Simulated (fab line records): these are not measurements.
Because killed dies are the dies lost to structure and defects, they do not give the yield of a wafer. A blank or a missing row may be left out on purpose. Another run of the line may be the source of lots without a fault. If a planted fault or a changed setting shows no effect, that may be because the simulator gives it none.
fab line records	flow nandHarc
record lots=6	wafers=18	lastDay=24
route steps=1159 shown P_M0@282 P_M1@285 END@1159
lots with no fault: from the same line, run without faults
startH: the number of hours between the record's first day and the start of the first shown wafer of the lot	waitH: how many hours have passed since the lot's step before this one	" identical to the entry in the row above	L1.1+2: a single row standing in for several wafers	- either no value or no given start	* or withheld: withheld	< > ~ a bound
route shown NAME@n: NAME is a module with steps in the file, n the number in the route of the first one	usual: mean/standard deviation of fault-free wafers	same: alike in all rows	chamber/n: place in a boat	sites: readings site by site	_std_site: how widely they spread, as a standard deviation	_edge_site: the outer-site mean with the inner-site mean subtracted	radiusMm: for every site, how far away it sits from the centre of the wafer	mask NAME#n: copy n	behind: the last tool/chamber to shape the wafer	hold: why the lot was held/for how many hours/how that ended	device: names the non-switching transistor (n, p or np)	end of line: the tests these same wafers got at the end of their route	a step with no rows: only its recipe	killed: dies lost to structure and defects at the first sort, not the wafer's yield	map: per-die view of a wafer (x killed, . not killed, _ where there is no die)
set.NAME: the setting as run; set.NAME@STEP: as run at that earlier step	model.NAME: the simulator's own value behind a step, which no gauge read
lots at some steps of the route; a table a step, a row a wafer
services: from which hour (startH, from the record's first day; less than 0 if before it) a tool's chamber was out of use, for how many hours, and why
## steps
# step NHARC_P_M0_INSPECT_27
# usual rawDefectCount=275/92
lot.wafer	tool	chamber	startH	waitH	rawDefectCount
L793.1	defectInspect-02	-	138.11	0.0	354
L793.2	"	-	"	"	491
L793.6	"	-	"	"	444
L795.3	defectInspect-01	-	141.15	0.0	267
L795.4	"	-	"	"	343
L795.5	"	-	"	"	247
L803.1	defectInspect-02	-	194.86	0.0	244
L803.3	"	-	"	"	190
L803.6	"	-	"	"	257
L802.2	defectInspect-01	-	204.74	0.0	305
L802.4	"	-	"	"	367
L802.6	"	-	"	"	324
L807.4	defectInspect-01	-	214.25	0.0	239
L807.5	"	-	"	"	150
L807.6	"	-	"	"	200
L811.3	defectInspect-01	-	233.51	0.0	234
L811.4	"	-	"	"	354
L811.6	"	-	"	"	292
# step NHARC_P_M0_PRE_CLEAN_31
# recipe timeS=12	tempC=370	rfPowerW=300	gas=NH3
# usual heaterPowerW=640/74
lot.wafer	tool	chamber	startH	waitH	heaterPowerW
L793.2	pecvd-02	2	138.18	0.1	785
L793.1	"	0	"	"	713
L793.6	"	1	"	"	602
L795.3	pecvd-02	1	141.22	0.1	604
L795.5	"	1	"	"	581
L795.4	"	0	"	"	703
L803.3	pecvd-04	1	194.92	0.1	509
L803.1	"	2	"	"	599
L803.6	"	0	"	"	557
L802.2	pecvd-02	2	204.82	0.1	691
L802.4	"	1	"	"	675
L802.6	"	0	"	"	619
L807.5	pecvd-01	0	214.35	0.1	672
L807.4	"	1	"	"	719
L807.6	"	2	"	"	523
L811.3	pecvd-02	2	233.61	0.1	680
L811.6	"	0	"	"	647
L811.4	"	1	"	"	590
# step NHARC_P_M0_DEP_32
# recipe targetThkA=300	tempC=370	targetThkNm=30	pressureTorr=3	flowSccm=200	rfW=450	material=SiCN
# usual heaterPowerW=584/76
lot.wafer	tool	chamber	startH	waitH	heaterPowerW
L793.2	pecvd-02	2	138.25	0.1	760
L793.1	"	0	"	"	645
L793.6	"	1	"	"	588
L795.3	pecvd-02	1	141.30	0.1	613
L795.5	"	1	"	"	625
L795.4	"	0	"	"	627
L803.3	pecvd-04	1	195.00	0.1	518
L803.1	"	2	"	"	567
L803.6	"	0	"	"	520
L802.2	pecvd-02	2	204.93	0.1	677
L802.4	"	1	"	"	612
L802.6	"	0	"	"	578
L807.5	pecvd-01	0	214.52	0.2	541
L807.4	"	1	"	"	690
L807.6	"	2	"	"	500
L811.3	pecvd-02	2	233.75	0.1	725
L811.6	"	0	"	"	589
L811.4	"	1	"	"	517
# step NHARC_P_M1_DEP_00
# recipe targetThkA=1825	targetThkNm=182.5	tempC=withheld	pressureTorr=5	flowSccm=200	rfW=600	material=SiOC
# step NHARC_P_M1_DEHYDRATE_01
# recipe tempC=150	timeS=120
# step NHARC_P_M1_HMDS_02
# recipe timeS=30
# step NHARC_P_M1_COAT_34
# recipe tempC=200	timeS=65
# step NHARC_P_M1_COAT_03
# recipe spinRpm=1500	resistThkNm=90
# step NHARC_P_M1_SOFTBAKE_04
# recipe tempC=105	timeS=55
# step NHARC_P_M1_EBR_05
# step NHARC_P_M1_EXPOSE_06
# recipe na=1.35	targetCdNm=130	doseMj=81.88	maskId=P_M1
# step NHARC_P_M1_PEB_07
# recipe pebTempC=100	pebTimeS=65
# usual heaterPowerTotalW=156.6/0.44	plateTempC=100.02/0.13
lot.wafer	tool	chamber	startH	waitH	heaterPowerTotalW	plateTempC
L793.1	lithoTrack-01	0	139.43	0.1	157.1	99.91
L793.2	"	0	"	"	157.1	100.00
L793.6	"	0	"	"	157.1	99.94
L795.3	lithoTrack-06	0	142.45	0.0	157.0	100.16
L795.4	"	0	"	"	156.5	99.86
L795.5	"	0	"	"	157.0	99.93
L803.1	lithoTrack-01	0	196.17	0.1	163.3	103.46
L803.3	"	0	"	"	163.9	103.18
L803.6	"	0	"	"	164.5	103.53
L802.2	lithoTrack-01	0	205.94	0.1	164.4	103.33
L802.4	"	0	"	"	164.4	103.39
L802.6	"	0	"	"	164.0	103.35
L807.4	lithoTrack-04	0	215.57	0.0	156.6	100.04
L807.5	"	0	"	"	156.5	99.85
L807.6	"	0	"	"	156.2	100.17
L811.3	lithoTrack-06	0	234.81	0.0	156.9	100.12
L811.4	"	0	"	"	156.7	100.18
L811.6	"	0	"	"	156.6	100.25
# step NHARC_P_M1_DEVELOP_08
# recipe developTimeS=35	devTempC=23
# step NHARC_P_M1_CD_MEAS_09
# recipe targetCdNm=130	landingEnergyEv=500
# usual cdNm=130.1/0.6
lot.wafer	tool	chamber	startH	waitH	cdNm
L793.1	cdSem-01	0	139.51	-	130.8
L793.2	"	0	"	"	129.7
L793.6	"	0	"	"	131.2
L795.3	cdSem-01	0	142.53	-	130.3
L795.4	"	0	"	"	130.1
L795.5	"	0	"	"	131.3
L803.1	cdSem-03	0	196.25	-	141.2
L803.3	"	0	"	"	140.5
L803.6	"	0	"	"	140.8
L802.2	cdSem-02	0	206.02	-	142.3
L802.4	"	0	"	"	141.8
L802.6	"	0	"	"	141.2
L807.4	cdSem-03	0	215.65	-	129.4
L807.5	"	0	"	"	130.0
L807.6	"	0	"	"	130.1
L811.3	cdSem-01	0	234.90	-	130.6
L811.4	"	0	"	"	130.0
L811.6	"	0	"	"	130.9
# step NHARC_P_M1_OVL_MEAS_10
# recipe pitchNm=260
# usual overlayXNm=-0.1/0.84	overlayYNm=0.2/0.64
lot.wafer	tool	chamber	startH	waitH	overlayXNm	overlayYNm
L793.1	overlay-02	-	139.60	-	-1.2	-0.4
L793.2	"	-	"	"	-1.6	0.1
L793.6	"	-	"	"	-1.6	0.2
L795.3	overlay-02	-	142.61	-	0.0	1.7
L795.4	"	-	"	"	0.3	1.0
L795.5	"	-	"	"	0.1	0.9
L803.1	overlay-02	-	196.34	-	0.7	0.3
L803.3	"	-	"	"	1.1	0.5
L803.6	"	-	"	"	0.5	0.5
L802.2	overlay-01	-	206.10	-	0.3	0.4
L802.4	"	-	"	"	0.4	-0.2
L802.6	"	-	"	"	0.4	0.3
L807.4	overlay-01	-	215.74	-	0.5	0.8
L807.5	"	-	"	"	0.5	0.6
L807.6	"	-	"	"	0.0	1.0
L811.3	overlay-01	-	234.98	-	-1.9	0.3
L811.4	"	-	"	"	-1.8	0.0
L811.6	"	-	"	"	-1.1	0.5
# step NHARC_P_M1_INSPECT_11
# usual rawDefectCount=3.6/2.3
lot.wafer	tool	chamber	startH	waitH	rawDefectCount
L793.1	defectInspect-02	-	139.63	0.0	1
L793.2	"	-	"	"	3
L793.6	"	-	"	"	9
L795.3	defectInspect-02	-	142.65	0.0	3
L795.4	"	-	"	"	0
L795.5	"	-	"	"	2
L803.1	defectInspect-01	-	196.38	0.0	0
L803.3	"	-	"	"	5
L803.6	"	-	"	"	3
L802.2	defectInspect-01	-	206.14	0.0	3
L802.4	"	-	"	"	0
L802.6	"	-	"	"	2
L807.4	defectInspect-01	-	215.77	0.0	2
L807.5	"	-	"	"	5
L807.6	"	-	"	"	1
L811.3	defectInspect-01	-	235.02	0.0	2
L811.4	"	-	"	"	2
L811.6	"	-	"	"	3
# step NHARC_P_M1_DESCUM_14
# recipe timeS=3	o2FlowSccm=200	arFlowSccm=0	biasPowerW=0	chemistry=O2
# usual drypumpMotorCurrentA=5.8/0.36	oesProductAu=1.000/0.01	rfVppV=57.7/0.91	showerheadPlenumPTorr=1.91/0.067	throttleValvePct=11.311/0.0097
lot.wafer	tool	chamber	startH	waitH	drypumpMotorCurrentA	oesProductAu	rfHoursCounterH	rfVppV	showerheadPlenumPTorr	throttleValvePct	model.P_M1.cdNm
L793.2	rieDiel-10	2	139.69	0.1	5.8	1.001	8	58.6	1.88	11.301	130
L793.1	"	1	"	"	5.3	1.001	8	55.7	1.82	11.321	130.7
L793.6	"	3	"	"	6.2	1.001	-	57.1	1.87	11.306	131.7
L795.4	rieDiel-02	3	142.71	0.1	5.9	1.011	11	57.2	1.84	11.308	130.2
L795.3	"	2	"	"	6.0	1.007	12	57.6	2.02	11.318	130.7
L795.5	"	3	"	"	5.9	1.014	-	56.6	1.84	11.309	131.3
L803.3	rieDiel-04	1	196.45	0.1	5.8	0.996	1	56.8	1.99	11.314	140.5
L803.1	"	2	"	"	5.1	0.992	2	56.7	1.80	11.313	141.3
L803.6	"	0	"	"	6.4	0.983	-	57.1	1.91	11.321	140
L802.2	rieDiel-10	0	206.20	0.1	5.9	0.997	1	58.4	1.96	11.318	141.3
L802.4	"	3	"	"	6.2	0.988	2	57.4	1.87	11.317	141.5
L802.6	"	0	"	"	5.9	0.992	-	57.7	1.96	11.311	140.7
L807.4	rieDiel-10	2	215.85	0.1	5.9	0.995	3	58.4	1.88	11.323	129.4
L807.5	"	0	"	"	5.9	0.991	-	56.8	1.96	11.287	129.3
L807.6	"	1	"	"	5.3	0.992	-	56.1	1.82	11.322	130.1
L811.4	rieDiel-04	3	235.09	0.1	5.3	0.991	2	58.1	1.92	11.315	129.7
L811.3	"	0	"	"	6.4	0.986	2	58.0	1.91	11.304	130.5
L811.6	"	3	"	"	5.3	0.996	-	57.6	1.92	11.300	130.6
# step NHARC_P_M1_ETCH_35
# recipe targetDepthA=400	overetchA=120	timeS=43.94	ionEnergyEv=200	n2FlowSccm=150	h2FlowSccm=150	arFlowSccm=0	rfW=400	biasW=150	chemistry=N2/H2
# usual biasW=150.0/0.44	drypumpMotorCurrentA=5.8/0.36	oesProductAu=1.000/0.01	rfVppV=430.4/2.2	showerheadPlenumPTorr=2.03/0.072	throttleValvePct=14.171/0.0094
lot.wafer	tool	chamber	startH	waitH	biasW	drypumpMotorCurrentA	oesProductAu	rfHoursCounterH	rfVppV	showerheadPlenumPTorr	throttleValvePct
L793.1	rieDiel-10	3	139.78	0.1	150.2	6.2	1.002	9	428.8	1.99	14.161
L793.2	"	1	"	"	150.1	5.3	1.003	8	428.2	1.94	14.167
L793.6	"	3	"	"	150.2	6.2	1.010	-	429.1	1.99	14.188
L795.3	rieDiel-02	1	142.79	0.1	149.8	6.1	1.011	11	430.5	2.01	14.178
L795.4	"	3	"	"	150.5	5.9	1.019	11	428.7	1.96	14.168
L795.5	"	1	"	"	149.7	6.1	1.006	-	428.9	2.00	14.160
L803.1	rieDiel-04	0	196.53	0.1	150.3	6.4	0.976	2	430.3	2.04	14.180
L803.3	"	1	"	"	150.1	5.9	0.994	1	433.7	2.13	14.172
L803.6	"	0	"	"	150.3	6.4	0.982	-	432.3	2.04	14.167
L802.2	rieDiel-10	3	206.29	0.1	150.2	6.3	0.990	2	429.1	1.99	14.163
L802.4	"	1	"	"	149.9	5.3	0.993	1	426.9	1.94	14.165
L802.6	"	2	"	"	149.3	5.8	1.005	-	430.3	2.00	14.157
L807.4	rieDiel-10	1	215.93	0.1	149.1	5.3	0.992	2	428.3	1.94	14.187
L807.6	"	2	"	"	150.8	5.8	0.993	-	429.1	2.00	14.181
L807.5	"	3	"	"	150.0	6.2	0.988	-	430.4	1.99	14.160
L811.4	rieDiel-04	2	235.16	0.1	149.8	5.2	1.000	3	426.9	1.91	14.174
L811.3	"	1	"	"	150.3	5.8	1.009	3	433.1	2.13	14.158
L811.6	"	2	"	"	150.1	5.1	1.009	-	425.9	1.91	14.164
# step NHARC_P_M1_ETCH_15
# recipe targetDepthA=1825	timeS=91.2	c4f8FlowSccm=withheld	arFlowSccm=400	rfW=600	biasW=300	chemistry=C4F8/Ar
# usual biasW=300.0/0.82	oesProductAu=0.958/0.02	rfVppV=440.7/2.3
lot.wafer	tool	chamber	startH	waitH	biasW	oesProductAu	rfHoursCounterH	rfVppV
L793.1	rieDiel-10	2	-	-	299.6	0.984	8	439.9
L793.2	"	1	"	"	299.8	0.990	8	439.2
L793.6	"	3	"	"	299.6	0.958	-	439.9
L795.3	rieDiel-02	3	-	-	299.6	0.931	11	438.1
L795.4	"	1	"	"	300.1	0.925	11	439.9
L795.5	"	3	"	"	301.0	0.928	-	437.8
L803.3	rieDiel-04	1	-	-	300.0	0.943	2	443.7
L803.1	"	2	"	"	300.5	0.930	2	438.2
L803.6	"	1	"	"	300.6	0.938	-	443.3
L802.2	rieDiel-10	0	-	-	298.3	0.960	1	440.6
L802.4	"	2	"	"	300.4	0.980	2	438.4
L802.6	"	0	"	"	298.4	0.964	-	442.2
L807.4	rieDiel-10	3	-	-	300.0	0.970	3	439.0
L807.6	"	3	"	"	299.9	0.969	-	439.6
L807.5	"	0	"	"	300.1	0.941	-	442.9
L811.4	rieDiel-04	3	-	-	300.7	0.974	3	440.7
L811.3	"	1	"	"	299.8	0.981	3	443.8
L811.6	"	3	"	"	300.9	0.968	-	442.3
# step NHARC_P_M1_CD_MEAS_16
# usual cdNm=130.1/0.77
lot.wafer	tool	chamber	startH	waitH	cdNm
L793.1	cdSem-01	-	140.00	-	131.2
L793.2	"	-	"	"	130.1
L793.6	"	-	"	"	131.3
L795.3	cdSem-01	-	143.04	-	130.4
L795.4	"	-	"	"	130.0
L795.5	"	-	"	"	131.2
L803.1	cdSem-01	-	196.87	-	140.8
L803.3	"	-	"	"	141.0
L803.6	"	-	"	"	139.4
L802.2	cdSem-03	-	206.51	-	141.7
L802.4	"	-	"	"	142.0
L802.6	"	-	"	"	141.1
L807.4	cdSem-02	-	216.15	-	129.3
L807.5	"	-	"	"	129.7
L807.6	"	-	"	"	130.6
L811.3	cdSem-03	-	235.40	-	130.5
L811.4	"	-	"	"	129.7
L811.6	"	-	"	"	130.5
# step NHARC_P_M1_STRIP_18
# recipe powerW=1000	n2FlowSccm=150	h2FlowSccm=150	arFlowSccm=0	biasW=0	chemistry=N2/H2
# usual drypumpMotorCurrentA=5.8/0.32	oesProductAu=1.001/0.011	rfVppV=90.6/0.91	showerheadPlenumPTorr=2.04/0.075	throttleValvePct=14.172/0.0087
# same biasW=0
lot.wafer	tool	chamber	startH	waitH	drypumpMotorCurrentA	oesProductAu	rfHoursCounterH	rfVppV	showerheadPlenumPTorr	throttleValvePct
L793.1	rieDiel-02	2	140.07	0.1	6.0	1.005	11	91.0	2.16	14.162
L793.2	"	1	"	"	6.0	1.020	10	90.7	2.01	14.179
L793.6	"	2	"	"	6.0	1.024	-	91.8	2.16	14.167
L795.3	rieDiel-10	0	143.13	0.1	5.9	0.984	9	90.5	2.09	14.168
L795.4	"	1	"	"	5.3	1.012	9	90.3	1.94	14.183
L795.5	"	3	"	"	6.2	1.008	-	90.6	1.99	14.189
L803.3	rieDiel-04	0	197.00	0.1	6.4	0.981	2	91.1	2.04	14.163
L803.1	"	1	"	"	5.9	1.009	2	90.6	2.13	14.174
L803.6	"	2	"	"	5.1	1.005	-	89.3	1.91	14.166
L802.2	rieDiel-02	1	206.61	0.1	6.0	1.023	3	88.3	2.00	14.175
L802.4	"	2	"	"	6.0	1.010	3	91.1	2.16	14.157
L802.6	"	0	"	"	5.8	1.006	-	91.0	2.11	14.171
L807.4	rieDiel-04	1	216.31	0.2	5.9	1.006	2	91.0	2.13	14.173
L807.5	"	2	"	"	5.2	0.994	-	90.5	1.91	14.176
L807.6	"	3	"	"	5.3	0.997	-	89.7	2.04	14.172
L811.4	rieDiel-02	0	235.47	0.1	5.8	1.011	4	90.3	2.11	14.167
L811.3	"	1	"	"	6.1	1.000	5	91.9	2.00	14.173
L811.6	"	1	"	"	6.0	1.004	-	90.8	2.00	14.158
# step NHARC_P_M1_ETCH_28
# recipe targetDepthA=300	overEtchFrac=0.3	timeS=72.99	ionEnergyEv=150	cf4FlowSccm=50	n2FlowSccm=100	arFlowSccm=150	rfW=300	biasW=100	chemistry=CF4/N2
# usual biasW=100.1/0.3	drypumpMotorCurrentA=5.8/0.32	oesProductAu=1.002/0.01	rfVppV=314.2/1.8	showerheadPlenumPTorr=2.62/0.091	throttleValvePct=19.794/0.0097
# same overEtchFrac=0.3
lot.wafer	tool	chamber	startH	waitH	biasW	drypumpMotorCurrentA	oesProductAu	rfHoursCounterH	rfVppV	showerheadPlenumPTorr	throttleValvePct	model.P_M1.cdNm
L793.2	rieDiel-02	2	-	-	100.4	6.0	1.015	11	316.5	2.77	19.789	130.1
L793.1	"	0	"	"	99.7	5.8	1.017	10	315.0	2.71	19.794	130.6
L793.6	"	2	"	"	100.3	6.0	1.011	-	316.0	2.77	19.779	131.6
L795.4	rieDiel-10	0	-	-	100.2	5.9	0.984	9	315.7	2.69	19.804	130.8
L795.3	"	3	"	"	100.2	6.2	1.004	10	312.3	2.57	19.780	131.5
L795.5	"	0	"	"	100.0	5.9	0.990	-	314.8	2.69	19.797	131.8
L803.3	rieDiel-04	0	-	-	100.3	6.4	0.981	2	316.3	2.63	19.792	141.6
L803.1	"	3	"	"	99.8	5.3	1.005	2	315.0	2.63	19.784	141.3
L803.6	"	0	"	"	100.1	6.4	0.983	-	313.3	2.63	19.800	139.8
L802.2	rieDiel-02	0	-	-	99.9	5.8	0.997	3	316.0	2.71	19.794	141.4
L802.4	"	3	"	"	100.2	5.9	0.998	3	313.4	2.53	19.795	141.5
L802.6	"	1	"	"	100.5	6.0	1.014	-	315.1	2.58	19.799	141
L807.4	rieDiel-04	1	-	-	100.3	5.8	1.003	2	317.4	2.73	19.784	129.5
L807.5	"	0	"	"	100.1	6.4	0.989	-	314.2	2.63	19.791	129.3
L807.6	"	1	"	"	100.0	5.8	0.997	-	316.4	2.73	19.780	131.1
L811.4	rieDiel-02	1	-	-	99.9	6.0	1.004	5	313.1	2.58	19.798	128.7
L811.3	"	2	"	"	99.6	6.0	1.004	5	317.6	2.76	19.793	129.4
L811.6	"	3	"	"	100.4	5.9	1.001	-	312.9	2.53	19.801	129.5
# step NHARC_P_M1_STRIP_19
# recipe timeS=600	tempC=30	chemistry=postEtchResidueRemover
# step NHARC_END_SORT_01
# recipe tempC=25
# usual defectLimitedYield=95.2/1.3	killedAtArray=29/9.4	killedAtOther=0.7/1.3	killedAtPeriphery=2.9/2.1	killedDies=32/9	killedOpen=3.3/1.8	killedShort=1.9/1.4	sort_bin_2_pct=1.4/0.53	sort_bin_3_pct=0.28/0.21	sort_bin_4_pct=3.1/0.91	sortNPass=645/9	sortRimYieldPct=97.4/1.7	sortYieldPct=95.2/1.3
# same grossDies=677	sort_bin_5_pct[%]=0	sort_bin_6_pct[%]=0	sort_bin_7_pct[%]=0	sort_bin_8_pct[%]=0	sortRimNGross=106.00
lot.wafer	tool	chamber	startH	waitH	defectLimitedYield[%]	killedAtArray	killedAtOther	killedAtPeriphery	killedDies	killedOpen	killedShort	sort_bin_2_pct[%]	sort_bin_3_pct[%]	sort_bin_4_pct[%]	sortNPass	sortRimYieldPct[%]	sortYieldPct[%]
L793.1	prober-01	0	463.68	2.5	96.2	24	1	1	26	4	1	1.0	0.30	2.5	651	97.2	96.2
L793.2	prober-01	0	464.48	2.8	96.8	20	0	2	22	1	1	0.7	0.15	2.4	655	99.1	96.8
L793.6	prober-01	0	467.70	4.0	95.0	29	1	4	34	2	1	1.2	0.44	3.4	643	98.1	95.0
L802.2	prober-02	0	520.32	2.8	95.1	33	0	0	33	1	1	0.9	0.59	3.4	644	100.0	95.1
L802.4	prober-02	0	521.92	3.4	95.3	30	0	2	32	2	1	1.8	0.15	2.8	645	97.2	95.3
L802.6	prober-02	0	523.52	4.0	94.5	37	0	0	37	3	1	1.5	0.44	3.5	640	100.0	94.5
L807.4	prober-01	0	558.22	3.4	95.9	25	1	2	28	3	3	1.3	0.15	2.7	649	97.2	95.9
L807.5	prober-01	0	559.03	3.7	94.7	30	2	4	36	0	0	1.2	0.74	3.4	641	98.1	94.7
L807.6	prober-01	0	559.83	4.0	95.6	27	1	2	30	6	3	1.3	0.15	3.0	647	98.1	95.6
L811.3	prober-02	0	572.91	3.1	95.7	28	0	1	29	3	1	2.1	0.30	1.9	648	100.0	95.7
L811.4	prober-02	0	573.71	3.4	96.0	26	0	1	27	3	0	1.5	0.44	2.1	650	98.1	96.0
L811.6	prober-02	0	575.31	4.0	93.6	41	0	2	43	4	2	1.9	0.15	4.3	634	96.2	93.6
# killed by level:class
L793.1 A_CHANNEL_HOLE_D1:chamberFilmFlake=9 A_STAIRCASE:chamberFilmFlake=6 A_CONTACT:geometricParticle:open=2 A_CHANNEL_FILL_D1:chamberFilmFlake=2 A_CONTACT:chamberFilmFlake=2 P_M0:geometricParticle:open=1 A_CHANNEL_FILL_D1:geometricParticle:short=1 STARTING-WAFER:geometricParticle:open=1
L793.2 A_CHANNEL_HOLE_D1:chamberFilmFlake=11 A_STAIRCASE:chamberFilmFlake=4 A_CONTACT:geometricParticle:short=1 A_CONTACT:geometricParticle:open=1 P_STI:chamberFilmFlake=1 P_CONTACT:chamberFilmFlake=1 A_CHANNEL_FILL_D1:chamberFilmFlake=1 A_SLIT:chamberFilmFlake=1
L793.6 A_CHANNEL_HOLE_D1:chamberFilmFlake=16 A_STAIRCASE:chamberFilmFlake=5 P_STI:chamberFilmFlake=3 A_CHANNEL_FILL_D1:chamberFilmFlake=3 A_ONON_D1:geometricParticle:short=1 A_CHANNEL_FILL_D1:geometricParticle:open=1 A_CONTACT:geometricParticle:open=1 P_CONTACT:chamberFilmFlake=1
L802.2 A_CHANNEL_HOLE_D1:chamberFilmFlake=17 A_SLIT:chamberFilmFlake=12 A_CHANNEL_FILL_D1:chamberFilmFlake=2 A_SOURCE_PLATE:geometricParticle:short=1 A_ONON_D1:geometricParticle:open=1
L802.4 A_SLIT:chamberFilmFlake=14 A_CHANNEL_HOLE_D1:chamberFilmFlake=10 A_CHANNEL_FILL_D1:chamberFilmFlake=2 A_WL_FILL:chamberFilmFlake=2 P_CONTACT:geometricParticle:open=1 P_M2:geometricParticle:open=1 A_WL_FILL:geometricParticle:short=1 A_CONTACT:chamberFilmFlake=1
L802.6 A_SLIT:chamberFilmFlake=17 A_CHANNEL_HOLE_D1:chamberFilmFlake=14 A_ONON_D1:geometricParticle:open=1 A_CHANNEL_FILL_D1:geometricParticle:open=1 A_SGD_CUT:geometricParticle:open=1 A_WL_FILL:geometricParticle:short=1 A_CHANNEL_FILL_D1:chamberFilmFlake=1 A_CONTACT:chamberFilmFlake=1
L807.4 A_SLIT:chamberFilmFlake=15 A_CHANNEL_HOLE_D1:chamberFilmFlake=4 A_BLC:geometricParticle:short=2 P_M1:geometricParticle:open=1 A_WL_FILL:geometricParticle:open=1 A_CONTACT:geometricParticle:short=1 A_CONTACT:geometricParticle:open=1 P_ZERO_WELL:chamberFilmFlake=1
L807.5 A_SLIT:chamberFilmFlake=16 A_CHANNEL_HOLE_D1:chamberFilmFlake=12 P_ZERO_WELL:chamberFilmFlake=2 P_GATE:chamberFilmFlake=2 THIN_TSV:chamberFilmFlake=2 A_STAIRCASE:chamberFilmFlake=1 A_CONTACT:chamberFilmFlake=1
L807.6 A_SLIT:chamberFilmFlake=10 A_CHANNEL_HOLE_D1:chamberFilmFlake=9 A_WL_FILL:geometricParticle:open=2 P_CONTACT:geometricParticle:short=1 P_M1:geometricParticle:open=1 A_ONON_D1:geometricParticle:open=1 A_ONON_D1:geometricParticle:short=1 A_CHANNEL_HOLE_D1:geometricParticle:open=1
L811.3 A_CHANNEL_HOLE_D1:chamberFilmFlake=23 P_GATE:geometricParticle:open=1 A_CONTACT:geometricParticle:open=1 A_M1:geometricParticle:short=1 A_M1:geometricParticle:open=1 A_STAIRCASE:chamberFilmFlake=1 A_CONTACT:chamberFilmFlake=1
L811.4 A_CHANNEL_HOLE_D1:chamberFilmFlake=14 A_CONTACT:chamberFilmFlake=5 A_STAIRCASE:chamberFilmFlake=2 A_WL_FILL:chamberFilmFlake=2 P_GATE:geometricParticle:open=1 A_CHANNEL_HOLE_D1:geometricParticle:open=1 A_CONTACT:geometricParticle:open=1 A_ZERO_WELL:chamberFilmFlake=1
L811.6 A_CHANNEL_HOLE_D1:chamberFilmFlake=30 A_ZERO_WELL:chamberFilmFlake=3 A_CONTACT:chamberFilmFlake=3 A_CONTACT:geometricParticle:short=2 P_STI:geometricParticle:open=1 P_M0:geometricParticle:open=1 A_CHANNEL_FILL_D1:geometricParticle:open=1 A_WL_FILL:geometricParticle:open=1
## services
tool	chamber	startH	hours	kind
lithoTrack-06	-	117.00	7.0	pm
rieDiel-10	0	131.17	-	clean
rieDiel-10	1	131.17	-	clean
rieDiel-10	2	131.17	-	clean
rieDiel-10	3	131.17	-	clean
lithoTrack-04	-	141.00	7.0	pm
pecvd-02	2	145.66	14.2	repair
rieDiel-02	-	150.70	9.0	pm
pecvd-02	-	153.32	13.0	pm
rieDiel-10	0	155.67	-	clean
rieDiel-10	1	155.67	-	clean
rieDiel-10	2	155.67	-	clean
rieDiel-10	3	155.67	-	clean
rieDiel-04	3	167.13	1.8	repair
rieDiel-02	3	175.22	6.3	repair
rieDiel-10	-	176.50	9.0	pm
rieDiel-10	0	176.50	9.0	ventCycle
rieDiel-10	1	176.50	9.0	ventCycle
rieDiel-04	3	182.45	3.8	repair
pecvd-04	-	188.84	1.5	repair
pecvd-04	-	195.27	13.0	pm
rieDiel-04	1	197.18	5.8	repair
pecvd-02	-	231.10	0.5	repair
rieDiel-10	3	233.23	27.6	repair
## key
firstSign step=NHARC_P_M1_PEB_07	reading=plateTempC	direction=up	sigmas=25	usual=*	struck=*
effect step=NHARC_P_M1_PEB_07	reading=heaterPowerTotalW	direction=up	sigmas=17	usual=*	struck=*
effect step=NHARC_P_M1_CD_MEAS_09	reading=cdNm	direction=up	sigmas=19	usual=130.1	struck=141.3
effect step=NHARC_P_M1_CD_MEAS_16	reading=cdNm	direction=up	sigmas=14	usual=130.1	struck=141.0
modelEffect step=NHARC_P_M1_DESCUM_14	value=P_M1.cdNm	without=129.7	struck=140.9
modelEffect step=NHARC_P_M1_ETCH_28	value=P_M1.cdNm	without=129.9	struck=141.1
metAt NHARC_P_M1_PEB_07
struckWafers L802.2,L802.4,L802.6,L803.1,L803.3,L803.6
onsetBetween 139.43 196.17
fault kind=processParameterDrift	tool=lithoTrack-01	chamber=-	onsetH=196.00	steps=NHARC_P_M1_PEB_07	channel=pebTempC	offset=*	shape=step	endH=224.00	actsIn=*	stated=*
